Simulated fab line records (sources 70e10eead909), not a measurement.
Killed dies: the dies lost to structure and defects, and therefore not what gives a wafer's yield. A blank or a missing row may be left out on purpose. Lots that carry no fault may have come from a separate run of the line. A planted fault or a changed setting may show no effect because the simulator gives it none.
fab line records | flow nandHarc
record: lots: 13 wafers: 39 lastDay: 24
route steps=1159 shown A_STAIRCASE@646 END@1159
lots that met no fault: taken from a fault-free run of the same line
startH: the number of hours between the record's first day and the start of the first shown wafer of the lot | waitH: hours since the lot's step before | " same as the row above | L1.1+2: several wafers, shown together as one row | - no value, or no start given | * or withheld: withheld | < > ~ a bound
route shown NAME@n: NAME is a module with steps in the file, n the number in the route of the first one | usual: mean/standard deviation of fault-free wafers | same: alike in all rows | chamber/n: place in a boat | sites: per-site readings | _std_site: the values' standard deviation | _edge_site: the outer-site mean with the inner-site mean subtracted | radiusMm: for every site, how far away it sits from the centre of the wafer | mask NAME#n: copy n | behind: the most recent tool/chamber to have shaped the wafer | hold: what put the lot on hold/how long, in hours/how the hold closed | device: the n, p or np transistor that did not switch | end of line: at the end of the route, the tests of the same wafers | where a step has no rows: the recipe by itself | killed: not the wafer's yield, but the dies lost to structure and defects at the first sort | map: dies across one wafer; x = killed, . = not, _ = none there
set.NAME: the setting the step ran with; set.NAME@STEP: the setting that earlier step ran with | model.NAME: the simulator's own value behind a step, which no gauge read
a sample of lots followed through the steps of the route, with each step as a table and each wafer as a row
services: a tool's chamber out of use, with start hour (startH, from the record's first day; less than 0 if before it), hours out, and reason
== steps ==
step: NHARC_A_STAIRCASE_DESCUM_252
recipe: timeS: 3 o2FlowSccm: 200 arFlowSccm: 0 biasPowerW: 0 chemistry: O2
usual: drypumpMotorCurrentA: 5.7/0.59 oesProductAu: 0.998/0.0092 rfVppV: 57.9/0.89 showerheadPlenumPTorr: 1.93/0.092 throttleValvePct: 11.312/0.009
columns lot.wafer tool chamber startH waitH drypumpMotorCurrentA oesProductAu rfHoursCounterH rfVppV showerheadPlenumPTorr throttleValvePct
L908.4 rieDiel-02 3 247.36 - 6.6 1.003 35 57.7 1.83 11.306
L908.2 " 1 " " 5.2 0.993 34 56.2 1.81 11.313
L908.1 " 2 " " 6.5 1.003 25 57.2 1.96 11.318
L910.2 rieDiel-02 0 270.30 - 4.9 1.008 42 58.8 2.06 11.315
L910.3 " 2 " " 6.5 1.019 34 57.1 1.96 11.304
L910.4 " 0 " " 4.9 1.000 - 58.4 2.06 11.309
L911.2 rieDiel-08 0 276.90 - 5.5 0.987 57 57.6 1.96 11.309
L911.4 " 1 " " 5.2 1.007 55 57.7 1.87 11.311
L911.5 " 3 " " 6.0 1.009 - 56.8 1.98 11.324
L914.4 rieDiel-01 0 296.13 - 6.0 0.991 49 58.9 2.06 11.314
L914.3 " 2 " " 5.5 0.999 51 58.8 1.89 11.314
L914.6 " 1 " " 5.6 1.009 - 57.8 1.92 11.324
L915.3 rieDiel-01 1 296.32 - 5.6 1.003 51 57.6 1.92 11.315
L915.2 " 2 " " 5.6 1.004 51 58.4 1.89 11.317
L915.6 " 2 " " 5.5 0.998 - 55.6 1.89 11.304
L916.1 rieDiel-02 3 302.42 - 6.6 0.994 54 57.4 1.82 11.311
L916.2 " 0 " " 4.9 1.002 53 57.3 2.06 11.315
L916.5 " 0 " " 4.9 0.994 - 58.0 2.06 11.317
L923.2 rieDiel-08 3 338.90 - 6.0 1.002 15 58.4 1.97 11.317
L923.3 " 2 " " 5.6 1.005 15 57.2 2.07 11.310
L923.6 " 0 " " 5.6 1.001 - 58.0 1.95 11.297
L922.4 rieDiel-01 1 340.17 - 5.6 1.027 7 57.3 1.91 11.320
L922.2 " 2 " " 5.5 0.988 8 57.3 1.89 11.303
L922.5 " 3 " " 5.1 0.989 - 58.0 1.95 11.307
L925.2 rieDiel-08 0 351.01 - 5.6 0.990 21 58.5 1.95 11.322
L925.4 " 3 " " 6.0 0.990 19 57.9 1.97 11.316
L925.5 " 1 " " 5.2 0.997 - 58.4 1.86 11.295
L926.2 rieDiel-02 1 355.89 - 5.2 0.979 5 57.2 1.80 11.305
L926.3 " 2 " " 6.5 0.991 5 58.3 1.95 11.308
L926.5 " 3 " " 6.6 1.008 - 56.9 1.82 11.312
L928.4 rieDiel-02 1 371.48 - 5.2 0.979 9 57.0 1.80 11.309
L928.1 " 2 " " 6.5 0.981 9 57.7 1.95 11.326
L928.6 " 0 " " 4.9 1.004 - 57.6 2.05 11.304
L929.4 rieDiel-02 1 383.34 - 5.2 0.984 12 57.6 1.80 11.311
L929.1 " 3 " " 6.6 1.006 14 56.3 1.82 11.315
L929.6 " 1 " " 5.2 0.977 - 58.8 1.80 11.323
L930.4 rieDiel-02 3 390.26 - 6.6 0.998 18 57.0 1.81 11.334
L930.1 " 2 " " 6.5 0.982 16 58.8 1.95 11.301
L930.6 " 3 " " 6.6 1.002 - 57.0 1.81 11.316
step: NHARC_A_STAIRCASE_HM_DEP_456
recipe: targetThkA: 15000 tempC: 400 material: aC
usual: susceptorTempC: 399.91/0.24 throttleValvePct: 35.000/0.0088
columns lot.wafer tool chamber startH waitH susceptorTempC throttleValvePct
L908.1 aclDep-02 0 248.37 - 399.78 35.004
L908.2 " 0 " " 399.88 35.002
L908.4 " 0 " " 399.66 35.015
L910.2 aclDep-01 0 272.60 - 399.87 35.008
L910.3 " 0 " " 399.49 35.006
L910.4 " 0 " " 399.83 34.996
L911.2 aclDep-01 0 279.00 - - 34.994
L911.4 " 0 " " - 35.008
L911.5 " 0 " " - 35.003
L914.3 aclDep-03 0 297.72 - - 35.009
L914.4 " 0 " " - 35.007
L914.6 " 0 " " - 35.005
L915.2 aclDep-02 0 298.89 - 400.14 34.994
L915.3 " 0 " " 399.81 34.990
L915.6 " 0 " " 400.32 34.989
L916.1 aclDep-03 0 307.81 - 399.83 34.997
L916.2 " 0 " " 399.55 35.008
L916.5 " 0 " " 399.92 34.988
L923.2 aclDep-01 0 340.20 - 399.70 34.997
L923.3 " 0 " " 399.59 34.993
L923.6 " 0 " " 399.89 35.005
L922.2 aclDep-02 0 341.56 - 400.13 35.006
L922.4 " 0 " " 400.03 34.995
L922.5 " 0 " " 400.15 34.992
L925.2 aclDep-01 0 355.18 - 400.06 34.987
L925.4 " 0 " " 399.71 35.000
L925.5 " 0 " " 399.91 34.988
L926.2 aclDep-03 0 357.21 - - 34.994
L926.3 " 0 " " - 34.995
L926.5 " 0 " " - 34.999
L928.1 aclDep-02 0 372.48 - 399.96 34.998
L928.4 " 0 " " 399.97 35.002
L928.6 " 0 " " 400.28 34.967
L929.1 aclDep-03 0 384.42 - - 35.001
L929.4 " 0 " " - 35.002
L929.6 " 0 " " - 35.004
L930.1 aclDep-01 0 391.27 - - 34.983
L930.4 " 0 " " - 35.002
L930.6 " 0 " " - 34.987
step: NHARC_A_STAIRCASE_HM_DEP_462
recipe: targetThkA: 8000 tempC: 400 material: aC
usual: susceptorTempC: 400.00/0.23 throttleValvePct: 35.001/0.009
columns lot.wafer tool chamber startH waitH susceptorTempC throttleValvePct
L908.1 aclDep-03 0 254.73 1.3 399.98 35.013
L908.2 " 0 " " 400.46 35.007
L908.4 " 0 " " 400.07 35.016
L910.2 aclDep-03 0 278.25 0.8 - 35.000
L910.3 " 0 " " - 34.995
L910.4 " 0 " " - 35.009
L911.2 aclDep-03 0 284.39 0.4 400.03 35.015
L911.4 " 0 " " 400.20 34.999
L911.5 " 0 " " 399.83 35.005
L914.3 aclDep-03 - 302.76 0.7 - -
L914.4 " - " " - -
L914.6 " - " " - -
L915.2 aclDep-01 - 308.33 4.5 - -
L915.3 " - " " - -
L915.6 " - " " - -
L916.1 aclDep-01 - 313.88 0.8 - -
L916.2 " - " " - -
L916.5 " - " " - -
L923.2 aclDep-01 0 345.60 0.4 399.74 34.994
L923.3 " 0 " " 399.47 35.013
L923.6 " 0 " " 400.13 34.999
L922.2 aclDep-01 0 347.44 1.2 - 35.004
L922.4 " 0 " " - 34.991
L922.5 " 0 " " - 34.997
L925.2 aclDep-03 0 360.27 0.4 - 35.004
L925.4 " 0 " " - 35.012
L925.5 " 0 " " - 35.011
L926.2 aclDep-03 0 365.73 3.6 399.93 34.997
L926.3 " 0 " " 400.26 34.999
L926.5 " 0 " " 400.02 34.984
L928.1 aclDep-01 0 379.76 2.0 400.14 34.998
L928.4 " 0 " " 400.22 35.001
L928.6 " 0 " " 400.11 35.011
L929.1 aclDep-03 0 390.72 0.1 - 35.002
L929.4 " 0 " " - 35.001
L929.6 " 0 " " - 34.999
L930.1 aclDep-01 0 396.79 0.1 399.51 35.001
L930.4 " 0 " " 399.26 35.014
L930.6 " 0 " " 399.63 35.011
step: NHARC_A_STAIRCASE_HM_OPEN_463
recipe: o2FlowSccm: 400 cosFlowSccm: 20 arFlowSccm: 0 rfW: 500 biasW: 300 chemistry: O2/COS
usual: drypumpMotorCurrentA: 5.7/0.53 oesProductAu: 0.998/0.01 rfVppV: 468.3/2.9 showerheadPlenumPTorr: 3.17/0.13 throttleValvePct: 28.331/0.0089
columns lot.wafer tool chamber startH waitH drypumpMotorCurrentA oesProductAu rfHoursCounterH rfVppV showerheadPlenumPTorr throttleValvePct
L908.1 rieDiel-08 3 - - 6.0 0.995 51 469.5 3.22 28.326
L908.2 " 1 " " 5.2 1.001 47 466.7 3.06 28.330
L908.4 " 2 " " 5.6 1.017 45 462.0 2.90 28.337
L910.2 rieDiel-02 2 - - 6.5 1.014 37 468.1 3.19 28.325
L910.3 " 3 " " 6.6 1.004 47 464.1 2.99 28.320
L910.4 " 0 " " 4.9 1.002 - 472.6 3.35 28.334
L911.2 rieDiel-02 0 - - 4.9 1.000 47 471.4 3.35 28.305
L911.4 " 3 " " 6.6 1.000 49 463.4 2.99 28.337
L911.5 " 0 " " 4.9 1.007 - 471.6 3.35 28.318
L914.4 rieDiel-01 2 - - 5.5 0.995 54 466.8 3.09 28.335
L914.3 " 0 " " 6.0 0.985 51 470.4 3.35 28.342
L914.6 " 2 " " 5.5 0.994 - 465.9 3.09 28.331
L915.2 rieDiel-08 1 - - 5.2 1.002 0 466.2 3.05 28.342
L915.3 " 3 " " 6.0 0.991 0 468.2 3.22 28.326
L915.6 " 0 " " 5.6 0.990 - 469.2 3.18 28.322
L916.2 rieDiel-08 0 - - 5.5 0.993 3 469.5 3.18 28.348
L916.1 " 2 " " 5.7 0.992 3 472.8 3.37 28.329
L916.5 " 0 " " 5.5 0.984 - 469.5 3.18 28.330
L923.3 rieDiel-02 3 - - 6.6 1.000 4 464.2 2.98 28.336
L923.2 " 0 " " 4.9 1.000 4 473.1 3.34 28.324
L923.6 " 3 " " 6.6 1.008 - 464.3 2.97 28.334
L922.4 rieDiel-01 0 - - 6.0 0.991 11 472.1 3.34 28.333
L922.2 " 2 " " 5.5 0.983 9 466.5 3.08 28.336
L922.5 " 3 " " 5.0 0.993 - 469.9 3.18 28.346
L925.2 rieDiel-08 2 - - 5.6 0.986 22 472.8 3.36 28.323
L925.4 " 3 " " 6.0 0.991 21 469.6 3.20 28.329
L925.5 " 1 " " 5.2 1.012 - 465.4 3.04 28.330
L926.3 rieDiel-08 0 - - 5.6 1.002 26 468.2 3.17 28.332
L926.2 " 1 " " 5.2 1.009 27 467.1 3.04 28.332
L926.5 " 1 " " 5.2 0.999 - 466.0 3.04 28.328
L928.4 rieDiel-08 2 - - 5.6 0.997 29 474.3 3.36 28.332
L928.1 " 3 " " 6.0 0.977 28 468.8 3.20 28.341
L928.6 " 2 " " 5.6 0.988 - 473.6 3.36 28.324
L929.1 rieDiel-08 1 - - 5.2 1.003 36 465.2 3.04 28.346
L929.4 " 3 " " 6.0 0.989 33 469.5 3.20 28.321
L929.6 " 1 " " 5.2 0.996 - 465.6 3.04 28.326
L930.1 rieDiel-08 0 - - 5.6 0.988 38 468.5 3.17 28.337
L930.4 " 1 " " 5.2 0.998 39 465.9 3.03 28.335
L930.6 " 3 " " 6.0 0.986 - 469.2 3.20 28.315
step: NHARC_END_SORT_01
recipe: tempC: 25
usual: defectLimitedYield: 95.4/1.7 killedAtArray: 28/11 killedAtOther: 0.6/0.85 killedAtPeriphery: 2.8/2.3 killedDies: 31/11 killedOpen: 3.1/1.6 killedShort: 2.0/1.4 sort_bin_2_pct: 1.4/0.73 sort_bin_3_pct: 0.27/0.23 sort_bin_4_pct: 2.9/1.1 sortNPass: 646/11 sortRimYieldPct: 95/3.2 sortYieldPct: 95.4/1.7
same: grossDies: 677 sort_bin_5_pct[%]: 0 sort_bin_6_pct[%]: 0 sort_bin_7_pct[%]: 0 sort_bin_8_pct[%]: 0 sortRimNGross: 106.00
columns lot.wafer tool chamber startH waitH defectLimitedYield[%] killedAtArray killedAtOther killedAtPeriphery killedDies killedOpen killedShort sort_bin_2_pct[%] sort_bin_3_pct[%] sort_bin_4_pct[%] sortNPass sortRimYieldPct[%] sortYieldPct[%]
L908.1 prober-01 0 443.60 2.5 95.7 26 1 2 29 4 2 0.9 0 3.4 648 95 95.7
L908.2 prober-01 0 444.42 2.8 96.2 22 0 4 26 3 2 1.0 0.15 2.7 651 98 96.2
L908.4 prober-01 0 446.04 3.4 96.3 24 0 1 25 4 0 1.0 0 2.7 652 92 96.3
L910.2 prober-01 0 460.11 2.8 95.6 28 1 1 30 3 0 1.3 0.15 3.0 647 96 95.6
L910.3 prober-01 0 460.90 3.1 94.8 31 1 3 35 4 1 1.0 0.44 3.7 642 90 94.8
L910.4 prober-01 0 461.69 3.4 95.0 34 0 0 34 5 0 1.9 0.15 3.0 643 98 95.0
L911.2 prober-02 0 480.40 2.8 94.1 36 0 4 40 5 4 1.9 0.59 3.4 637 91 94.1
L911.4 prober-02 0 482.00 3.4 93.4 43 0 2 45 2 2 2.1 0.15 4.4 632 95 93.4
L911.5 prober-02 0 482.79 3.7 95.1 32 0 1 33 2 2 1.0 0.30 3.5 644 92 95.1
L925.2 prober-02 0 532.55 2.8 92.3 46 0 6 52 4 2 1.5 1.03 5.2 625 85 92.3
L925.4 prober-02 0 534.12 3.3 94.7 28 0 8 36 2 1 2.2 0.74 2.4 641 94 94.7
L925.5 prober-02 0 534.90 3.6 94.4 33 0 5 38 5 3 2.7 0.59 2.4 639 88 94.4
L922.2 prober-02 0 544.57 2.8 96.0 25 1 1 27 6 3 0.9 0.30 2.8 650 97 96.0
L922.4 prober-02 0 546.16 3.4 96.3 23 0 2 25 5 3 1.3 0.30 2.1 652 92 96.3
L922.5 prober-02 0 546.95 3.7 95.1 30 0 3 33 4 1 0.7 0.89 3.2 644 100 95.1
L923.2 prober-01 0 544.60 2.8 94.7 28 2 6 36 2 2 1.3 0.15 3.8 641 94 94.7
L923.3 prober-01 0 545.41 3.1 93.8 38 0 4 42 4 2 2.5 0.30 3.4 635 94 93.8
L923.6 prober-01 0 547.82 4.0 95.9 20 1 7 28 3 3 1.6 0 2.5 649 95 95.9
L926.2 prober-01 0 557.13 2.8 91.9 51 0 4 55 5 1 2.2 0.59 5.3 622 93 91.9
L926.3 prober-01 0 557.93 3.1 93.5 41 0 3 44 4 0 2.4 0.15 4.0 633 92 93.5
L926.5 prober-01 0 559.52 3.7 92.8 45 0 4 49 3 1 1.9 0.59 4.7 628 92 92.8
L930.1 prober-01 0 572.83 2.5 94.4 29 2 7 38 4 3 1.5 0.30 3.8 639 92 94.4
L930.4 prober-01 0 575.25 3.4 93.5 30 1 13 44 3 2 1.5 0 5.0 633 88 93.5
L930.6 prober-01 0 576.86 4.0 95.0 27 3 4 34 0 1 1.5 0.15 3.4 643 97 95.0
L929.1 prober-02 0 574.92 2.5 94.8 28 1 6 35 4 2 1.6 0.15 3.4 642 93 94.8
L929.4 prober-02 0 577.33 3.4 93.2 38 0 8 46 5 5 3.0 0.30 3.5 631 94 93.2
L929.6 prober-02 0 578.94 4.0 95.4 27 0 4 31 1 5 1.0 0 3.5 646 91 95.4
L928.1 prober-01 0 580.69 2.5 92.0 50 0 4 54 3 1 2.7 0.59 4.7 623 92 92.0
L928.4 prober-01 0 583.09 3.4 92.0 50 1 3 54 3 3 3.5 0.59 3.8 623 89 92.0
L928.6 prober-01 0 584.70 4.0 92.6 49 1 0 50 1 1 2.5 0.44 4.4 627 99 92.6
killed by level:class
L908.1 A_SLIT:chamberFilmFlake=10 A_CHANNEL_HOLE_D1:chamberFilmFlake=4 A_WL_FILL:chamberFilmFlake=4 A_CONTACT:geometricParticle:open=2 A_CONTACT:chamberFilmFlake=2 P_M0:geometricParticle:open=1 P_M2:geometricParticle:short=1 A_CHANNEL_FILL_D1:geometricParticle:open=1
L908.2 A_SLIT:chamberFilmFlake=9 P_M1:chamberFilmFlake=3 A_WL_FILL:chamberFilmFlake=3 A_M1:geometricParticle:open=2 A_STAIRCASE:chamberFilmFlake=2 A_SOURCE_PLATE:geometricParticle:short=1 A_CONTACT:geometricParticle:short=1 A_M0:geometricParticle:open=1
L908.4 A_SLIT:chamberFilmFlake=9 A_CHANNEL_HOLE_D1:chamberFilmFlake=4 A_STAIRCASE:chamberFilmFlake=3 A_ONON_D1:geometricParticle:open=2 A_M1:chamberFilmFlake=2 A_SOURCE_PLATE:geometricParticle:open=1 A_CONTACT:geometricParticle:open=1 P_M1:chamberFilmFlake=1
L910.2 A_SLIT:chamberFilmFlake=14 A_CHANNEL_HOLE_D1:chamberFilmFlake=9 A_SGD_CUT:geometricParticle:open=1 A_CONTACT:geometricParticle:open=1 A_M0:geometricParticle:open=1 P_CONTACT:chamberFilmFlake=1 A_STAIRCASE:chamberFilmFlake=1 A_CONTACT:chamberFilmFlake=1
L910.3 A_CHANNEL_HOLE_D1:chamberFilmFlake=12 A_SLIT:chamberFilmFlake=7 A_STAIRCASE:chamberFilmFlake=3 A_ONON_D1:geometricParticle:open=2 P_CONTACT:chamberFilmFlake=2 A_WL_FILL:chamberFilmFlake=2 A_CONTACT:chamberFilmFlake=2 A_CHANNEL_FILL_D1:geometricParticle:open=1
L910.4 A_CHANNEL_HOLE_D1:chamberFilmFlake=16 A_SLIT:chamberFilmFlake=7 A_CONTACT:chamberFilmFlake=3 A_CONTACT:geometricParticle:open=2 A_STAIRCASE:chamberFilmFlake=2 A_ONON_D1:geometricParticle:open=1 A_CHANNEL_FILL_D1:geometricParticle:open=1 A_BLC:geometricParticle:open=1
L911.2 A_SLIT:chamberFilmFlake=12 A_CHANNEL_HOLE_D1:chamberFilmFlake=10 A_CONTACT:chamberFilmFlake=4 A_STAIRCASE:chamberFilmFlake=3 P_CONTACT:geometricParticle:open=2 P_GATE:chamberFilmFlake=2 A_SOURCE_PLATE:geometricParticle:short=1 A_CHANNEL_FILL_D1:geometricParticle:short=1
L911.4 A_SLIT:chamberFilmFlake=16 A_CHANNEL_HOLE_D1:chamberFilmFlake=15 A_STAIRCASE:chamberFilmFlake=4 A_CONTACT:chamberFilmFlake=3 A_WL_FILL:geometricParticle:open=2 A_CHANNEL_HOLE_D1:geometricParticle:short=1 A_WL_FILL:geometricParticle:short=1 P_ZERO_WELL:chamberFilmFlake=1
L911.5 A_CHANNEL_HOLE_D1:chamberFilmFlake=14 A_SLIT:chamberFilmFlake=9 A_CONTACT:chamberFilmFlake=3 A_STAIRCASE:chamberFilmFlake=2 A_CHANNEL_FILL_D1:geometricParticle:short=1 A_SGD_CUT:geometricParticle:open=1 A_SGD_CUT:geometricParticle:short=1 A_WL_FILL:geometricParticle:open=1
L925.2 A_CHANNEL_HOLE_D1:chamberFilmFlake=19 A_SLIT:chamberFilmFlake=12 A_CONTACT:chamberFilmFlake=8 P_ZERO_WELL:chamberFilmFlake=4 A_WL_FILL:geometricParticle:open=3 P_M0:geometricParticle:short=1 A_CONTACT:geometricParticle:short=1 A_CONTACT:geometricParticle:open=1
L925.4 A_SLIT:chamberFilmFlake=13 A_CHANNEL_HOLE_D1:chamberFilmFlake=11 P_ZERO_WELL:chamberFilmFlake=5 A_CONTACT:chamberFilmFlake=3 P_STI:geometricParticle:short=1 P_CONTACT:geometricParticle:open=1 A_M0:geometricParticle:open=1 P_STI:chamberFilmFlake=1
L925.5 A_CHANNEL_HOLE_D1:chamberFilmFlake=16 A_SLIT:chamberFilmFlake=10 A_CONTACT:geometricParticle:open=2 P_STI:chamberFilmFlake=2 A_CONTACT:chamberFilmFlake=2 P_GATE:geometricParticle:open=1 P_GATE:geometricParticle:short=1 P_CONTACT:geometricParticle:open=1
L922.2 A_CHANNEL_HOLE_D1:chamberFilmFlake=14 A_M0:geometricParticle:open=4 A_CONTACT:chamberFilmFlake=2 P_GATE:geometricParticle:open=1 A_CHANNEL_HOLE_D1:geometricParticle:short=1 A_SGD_CUT:geometricParticle:short=1 A_M1:geometricParticle:open=1 STARTING-WAFER:geometricParticle:short=1
L923.2 A_SLIT:chamberFilmFlake=16 A_CONTACT:chamberFilmFlake=7 P_ZERO_WELL:chamberFilmFlake=5 A_CHANNEL_HOLE_D1:chamberFilmFlake=2 THIN_TSV:chamberFilmFlake=2 P_M0:geometricParticle:open=1 A_ONON_D1:geometricParticle:short=1 A_CONTACT:geometricParticle:open=1
L923.3 A_CONTACT:chamberFilmFlake=14 A_SLIT:chamberFilmFlake=11 A_CHANNEL_HOLE_D1:chamberFilmFlake=4 P_ZERO_WELL:chamberFilmFlake=3 A_STAIRCASE:chamberFilmFlake=3 A_BLC:geometricParticle:open=2 P_M2:geometricParticle:open=1 A_SOURCE_PLATE:geometricParticle:short=1
L922.4 A_CHANNEL_HOLE_D1:chamberFilmFlake=14 A_M0:geometricParticle:open=2 A_CHANNEL_FILL_D1:chamberFilmFlake=2 P_STI:geometricParticle:open=1 P_M1:geometricParticle:short=1 A_CHANNEL_HOLE_D1:geometricParticle:open=1 A_CHANNEL_FILL_D1:geometricParticle:open=1 A_SGD_CUT:geometricParticle:short=1
L922.5 A_CHANNEL_HOLE_D1:chamberFilmFlake=21 A_CONTACT:chamberFilmFlake=3 P_CONTACT:chamberFilmFlake=2 P_CONTACT:geometricParticle:open=1 A_CHANNEL_FILL_D1:geometricParticle:open=1 A_CHANNEL_FILL_D1:geometricParticle:short=1 A_CONTACT:geometricParticle:open=1 A_M0:geometricParticle:open=1
L923.6 A_SLIT:chamberFilmFlake=11 P_ZERO_WELL:chamberFilmFlake=3 A_WL_FILL:geometricParticle:short=2 A_CHANNEL_HOLE_D1:chamberFilmFlake=2 A_CONTACT:chamberFilmFlake=2 P_CONTACT:geometricParticle:open=1 P_M2:geometricParticle:open=1 A_CONTACT:geometricParticle:open=1
L926.2 A_CHANNEL_HOLE_D1:chamberFilmFlake=24 A_SLIT:chamberFilmFlake=19 A_WL_FILL:chamberFilmFlake=2 A_CONTACT:chamberFilmFlake=2 P_M0:geometricParticle:short=1 P_M0:geometricParticle:open=1 A_CHANNEL_HOLE_D1:geometricParticle:open=1 A_CHANNEL_FILL_D1:geometricParticle:open=1
L926.3 A_SLIT:chamberFilmFlake=16 A_CHANNEL_HOLE_D1:chamberFilmFlake=13 A_CONTACT:chamberFilmFlake=7 P_ZERO_WELL:chamberFilmFlake=2 P_M0:geometricParticle:open=1 A_CHANNEL_FILL_D1:geometricParticle:open=1 A_M0:geometricParticle:open=1 A_M1:geometricParticle:open=1
L926.5 A_CHANNEL_HOLE_D1:chamberFilmFlake=21 A_SLIT:chamberFilmFlake=18 A_CONTACT:chamberFilmFlake=3 P_STI:geometricParticle:open=1 P_CONTACT:geometricParticle:open=1 A_SGD_CUT:geometricParticle:open=1 A_M0:geometricParticle:short=1 P_ZERO_WELL:chamberFilmFlake=1
L930.1 A_SLIT:chamberFilmFlake=16 P_STI:chamberFilmFlake=3 A_CHANNEL_HOLE_D1:unspecified=3 A_WL_FILL:geometricParticle:short=2 P_GATE:chamberFilmFlake=2 A_CHANNEL_HOLE_D1:chamberFilmFlake=2 A_STAIRCASE:chamberFilmFlake=2 A_CONTACT:chamberFilmFlake=2
L929.1 A_SLIT:chamberFilmFlake=14 A_CHANNEL_HOLE_D1:chamberFilmFlake=7 A_BONDPAD:chamberFilmFlake=3 P_GATE:geometricParticle:open=2 P_BONDPAD:chamberFilmFlake=2 P_STI:geometricParticle:short=1 A_CHANNEL_HOLE_D1:geometricParticle:open=1 A_BLC:geometricParticle:short=1
L930.4 A_SLIT:chamberFilmFlake=16 P_STI:chamberFilmFlake=8 A_CHANNEL_HOLE_D1:unspecified=3 P_M0:geometricParticle:open=2 A_CHANNEL_HOLE_D1:chamberFilmFlake=2 A_CHANNEL_FILL_D1:chamberFilmFlake=2 A_CONTACT:chamberFilmFlake=2 A_CHANNEL_HOLE_D1:geometricParticle:short=1
L930.6 A_SLIT:chamberFilmFlake=23 P_STI:chamberFilmFlake=3 THIN_TSV:chamberFilmFlake=3 A_CHANNEL_HOLE_D1:unspecified=2 A_CONTACT:geometricParticle:short=1 P_GATE:chamberFilmFlake=1 A_BONDPAD:chamberFilmFlake=1
L929.4 A_SLIT:chamberFilmFlake=17 A_CHANNEL_HOLE_D1:chamberFilmFlake=7 A_WL_FILL:chamberFilmFlake=3 A_BONDPAD:chamberFilmFlake=3 A_SOURCE_PLATE:geometricParticle:short=2 P_BONDPAD:chamberFilmFlake=2 P_GATE:geometricParticle:short=1 P_M0:geometricParticle:open=1
L929.6 A_SLIT:chamberFilmFlake=18 A_CHANNEL_HOLE_D1:chamberFilmFlake=4 A_CONTACT:chamberFilmFlake=2 P_GATE:geometricParticle:short=1 P_CONTACT:geometricParticle:short=1 P_M1:geometricParticle:short=1 A_CHANNEL_FILL_D1:geometricParticle:short=1 A_CONTACT:geometricParticle:open=1
L928.1 A_CHANNEL_HOLE_D1:chamberFilmFlake=21 A_SLIT:chamberFilmFlake=20 A_CONTACT:chamberFilmFlake=5 P_M0:geometricParticle:open=2 A_SGD_CUT:chamberFilmFlake=2 P_M0:geometricParticle:short=1 A_SGD_CUT:geometricParticle:open=1 P_STI:chamberFilmFlake=1
L928.4 A_CHANNEL_HOLE_D1:chamberFilmFlake=20 A_SLIT:chamberFilmFlake=15 A_SGD_CUT:chamberFilmFlake=3 A_CONTACT:chamberFilmFlake=3 A_CHANNEL_FILL_D1:geometricParticle:short=2 A_STAIRCASE:chamberFilmFlake=2 A_BONDPAD:chamberFilmFlake=2 P_CONTACT:geometricParticle:open=1
L928.6 A_CHANNEL_HOLE_D1:chamberFilmFlake=25 A_SLIT:chamberFilmFlake=14 A_SGD_CUT:chamberFilmFlake=3 A_BONDPAD:chamberFilmFlake=2 A_M0:geometricParticle:short=1 A_M1:geometricParticle:open=1 A_CHANNEL_FILL_D1:chamberFilmFlake=1 A_STAIRCASE:chamberFilmFlake=1
== services ==
columns tool chamber startH hours kind
aclDep-03 - 223.42 13.0 pm
rieDiel-08 0 231.93 - clean
rieDiel-08 1 231.93 - clean
rieDiel-08 2 231.93 - clean
rieDiel-08 3 231.93 - clean
rieDiel-01 3 240.27 4.8 repair
rieDiel-01 2 241.03 3.9 repair
rieDiel-02 1 250.78 36.2 repair
rieDiel-08 0 256.59 - clean
rieDiel-08 1 256.59 - clean
rieDiel-08 2 256.59 - clean
rieDiel-08 3 256.59 - clean
rieDiel-08 0 281.09 - clean
rieDiel-08 1 281.09 - clean
rieDiel-08 2 281.09 - clean
rieDiel-08 3 281.09 - clean
aclDep-01 - 295.03 13.0 pm
rieDiel-08 - 301.86 9.0 pm
rieDiel-02 0 307.41 9.1 repair
rieDiel-01 - 315.37 9.0 pm
rieDiel-02 - 327.83 9.0 pm
rieDiel-01 2 340.21 7.5 repair
aclDep-02 - 350.23 13.0 pm
rieDiel-02 3 399.67 4.1 repair
== key ==
firstSign: step: NHARC_A_STAIRCASE_HM_DEP_462 reading: toolRecord direction: missing
effect none on later readings
metAt NHARC_A_STAIRCASE_HM_DEP_462
struckLots L914,L915,L916
scrappedBehind NHARC_A_SGD_CUT_INSPECT_11 L914.3,L914.4,L914.6,L915.2,L915.3,L915.6,L916.1,L916.2,L916.5
notActingAt NHARC_A_STAIRCASE_DESCUM_252,NHARC_A_STAIRCASE_HM_DEP_456,NHARC_A_STAIRCASE_HM_OPEN_463
onsetBetween 284.39 302.76
fault: kind: skippedStepWhole tool: aclDep-01,aclDep-03 chamber: - onsetH: 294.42 steps: NHARC_A_STAIRCASE_HM_DEP_462 scope: struckLotsOnly
